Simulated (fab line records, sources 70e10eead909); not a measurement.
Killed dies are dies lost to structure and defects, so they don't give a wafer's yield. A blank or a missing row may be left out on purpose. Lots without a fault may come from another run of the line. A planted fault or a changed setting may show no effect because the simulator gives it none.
Chamber matching | flow nand_harc | NHARC_P_ZERO_WELL_ETCH_65 on rie_diel-11: 4 sister chambers
The step etches the open film in N2/H2, target depth 80 nm, overetch 24 nm, time 87.88 s. 18 wafers are shown with their chamber, then 9 later ones without.

WAFERS WITH THEIR CHAMBER
wafer  | chamber | drypump_motor_current_A (A) | showerhead_plenum_p_Torr (Torr) | rf_vpp_V (V)
L074.1 | 0       | 6.0                         | 1.88                            | 424.5
L074.2 | 3       | 6.2                         | 1.90                            | 427.5
L074.6 | 3       | 6.2                         | 1.90                            | 425.4
L076.1 | 3       | 6.2                         | 1.90                            | 427.2
L076.2 | 0       | 5.9                         | 1.88                            | 424.9
L076.5 | 3       | 6.2                         | 1.90                            | 426.4
L082.1 | 3       | 6.2                         | 1.89                            | 426.5
L082.3 | 2       | 5.3                         | 2.00                            | 429.5
L082.5 | 2       | 5.3                         | 2.00                            | 429.5
L087.1 | 2       | 5.3                         | 2.00                            | 429.6
L087.5 | 2       | 5.3                         | 2.00                            | 428.7
L087.6 | 3       | 6.2                         | 1.89                            | 426.7
L090.2 | 2       | 5.3                         | 1.99                            | 428.7
L090.3 | 3       | 6.2                         | 1.88                            | 425.7
L090.6 | 1       | 6.3                         | 2.04                            | 431.0
L091.2 | 0       | 6.0                         | 2.21                            | 435.9
L091.3 | 2       | 5.3                         | 1.99                            | 429.2
L091.6 | 3       | 6.2                         | 1.88                            | 425.7

SIGNATURES (means of the wafers above)
reading                  | chamber 0 | chamber 1 | chamber 2 | chamber 3 | scatter within a chamber
drypump_motor_current_A  | 5.967     | 6.300     | 5.300     | 6.200     | 0.0218
showerhead_plenum_p_Torr | 1.9900    | 2.0400    | 1.9967    | 1.8925    | 0.0724
rf_vpp_V                 | 428.433   | 431.000   | 429.200   | 426.387   | 2.51
Rule: a wafer's distance from a chamber is the root of the sum, over the readings, of the square of ((its reading less the chamber's mean) divided by the reading's scatter). The wafer belongs to the nearest chamber; if the next one is less than 2 further off, it can't be placed. The scatter: the root of (the sum of the squares of (reading less its chamber's mean) over the shown wafers, divided by (wafers less chambers)).

WAFERS WITHOUT THEIR CHAMBER
wafer  | drypump_motor_current_A (A) | showerhead_plenum_p_Torr (Torr) | rf_vpp_V (V)
L094.1 | 5.3                         | 1.99                            | 429.1
L094.3 | 6.0                         | 2.20                            | 433.9
L094.6 | 5.3                         | 1.99                            | 428.9
L096.1 | 6.0                         | 2.20                            | 435.7
L096.3 | 6.2                         | 1.88                            | 425.7
L096.4 | 5.3                         | 1.98                            | 428.6
L097.2 | 6.0                         | 2.20                            | 435.4
L097.4 | 6.2                         | 1.88                            | 424.9
L097.5 | 6.3                         | 2.04                            | 430.0

WHICH CHAMBER EACH WENT THROUGH
wafer  | from the rows above | in truth
L094.1 | 2                   | 2
L094.3 | 0                   | 0
L094.6 | 2                   | 2
L096.1 | 0                   | 0
L096.3 | 3                   | 3
L096.4 | 2                   | 2
L097.2 | 0                   | 0
L097.4 | 3                   | 3
L097.5 | 1                   | 1
Placed correctly: 9 of 9. Can't be placed from these rows: 0. Placed wrongly: 0.
